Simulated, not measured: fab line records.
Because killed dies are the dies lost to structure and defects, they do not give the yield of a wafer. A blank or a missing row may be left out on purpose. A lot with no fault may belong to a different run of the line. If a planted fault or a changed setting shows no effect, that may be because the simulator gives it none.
Comparing a struck lot with a sound one / flow n5Finfet / 16 steps out of a route of 1938
Sound: these wafers, L374.1, L374.4, L374.6. Struck: wafer L384.6. (L384.1 of the same lot was not struck and is left out.) The cause comes at the end.
Per side, at each step with rows, come the tool, then ch with its chambers, and then its first start. Under that, the readings that differ: sound wafers / struck wafers / difference of the means / sigmas: that difference in standard deviations of wafers without a fault.
alike: readings with means less than 2 such deviations apart, plus words and numbers identical on both sides. not compared: withheld readings, readings lacking a value on some wafer, bounds such as >300 that could conceal the same value, and numbers that have no deviation in the record and whose values overlap.
Wherever a step has rows on one side only, a row that says differs or no value, or a row with sigmas, the two part there. When numbers do not overlap yet have no deviation, they are printed without sigmas and do not part them. A reading that every wafer of one side lacks parts them only if that side has two wafers or more.

first, 8 steps without rows for these wafers: N5_MOL_CONTACT_COAG_COAT_104 (time 60 s, resist thk 12 nm); N5_MOL_CONTACT_COAG_COAT_58 (time 60 s, resist thk 10 nm); N5_MOL_CONTACT_COAG_COAT_02 (resist thk 30 nm); N5_MOL_CONTACT_COAG_EBR_04; N5_MOL_CONTACT_COAG_SOFTBAKE_03 (time 60 s); N5_MOL_CONTACT_COAG_EXPOSE_05 (exposes mask CA, defocus 0 nm); N5_MOL_CONTACT_COAG_PEB_06 (peb time 60 s); N5_MOL_CONTACT_COAG_DEVELOP_07 (develop time 30 s).
N5_MOL_CONTACT_COAG_CD_MEAS_08: target cd 28 nm.
  sound on cdSem-03 ch 0, day 6 14:05; struck on cdSem-03 ch 0, day 8 21:21
  alike: cdNm
N5_MOL_CONTACT_COAG_OVL_MEAS_09:
  sound on overlay-01 ch 0, day 6 14:07; struck on overlay-02 ch 0, day 8 21:23
  alike: CA_OVL
N5_MOL_CONTACT_COAG_INSPECT_10: inspects for defects (brightfield).
  sound on defectInspect-01 at day 6 14:10; struck on defectInspect-02 at day 8 21:26
  alike: rawDefectCount
N5_MOL_CONTACT_COAG_DESCUM_13: chemistry O2, time 7 s.
  sound on rieDiel-02 ch 1,2,3, day 6 14:12; struck on rieDiel-02 ch 1, day 8 21:47
  alike: drypumpMotorCurrentA, oesProductAu, rfVppV, showerheadPlenumPTorr, throttleValvePct
  not compared: rfHoursCounterH
N5_MOL_CONTACT_COAG_ETCH_59: etches underlayer in N2/H2, target depth 13 nm, time 10.4 s.
  sound on rieDiel-02 ch 1,2,3, day 6 14:14; struck on rieDiel-02 ch 1, day 8 21:49
reading=etchRfOnTimeS (s); sound=10.65 10.35 10.29; struck=13.03; difference=+2.60; sigmas=+10
  alike: drypumpMotorCurrentA, oesProductAu, rfVppV, showerheadPlenumPTorr, throttleValvePct
  not compared: rfHoursCounterH
N5_MOL_CONTACT_COAG_ETCH_105: etches SiARC in CF4, target depth 15.6 nm, time 26 s.
  sound on rieDiel-02 ch 1,2,3, day 6 14:16; struck on rieDiel-02 ch 1, day 8 21:50
  alike: drypumpMotorCurrentA, etchRfOnTimeS, oesProductAu, rfVppV, showerheadPlenumPTorr, throttleValvePct
  not compared: rfHoursCounterH
-- here the record skips 5 days between the struck wafers' starts before and after, leaving off in module MOL_CONTACT_COAG and picking up in module BEOL_M4 (first step shown: number 1111 of the route) --
N5_BEOL_M4_RC_MEAS_101:
  sound on prober-01 ch 0, day 11 12:19; struck on prober-01 ch 0, day 13 20:25
reading=IOFF_N (nA/um); sound=0.15 0.20 0.19; struck=0.25; difference=+0.07; sigmas=+2
  alike: DIBL_N, DIBL_P, IOFF_P, ION_N, ION_P, SS_N, SS_P, VT_N, VT_P
N5_PASSIVATION_PROBE_49:
  the record holds rows for the sound wafers here (prober-01, day 15 23:44) but none for the struck ones

WHERE THEY PART
Last at N5_PASSIVATION_PROBE_49 as far as this record goes, first at N5_MOL_CONTACT_COAG_ETCH_59.

WHY: what the simulator had put in
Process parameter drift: rieDiel-02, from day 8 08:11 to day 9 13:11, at N5_MOL_CONTACT_COAG_ETCH_59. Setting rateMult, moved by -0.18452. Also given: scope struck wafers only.
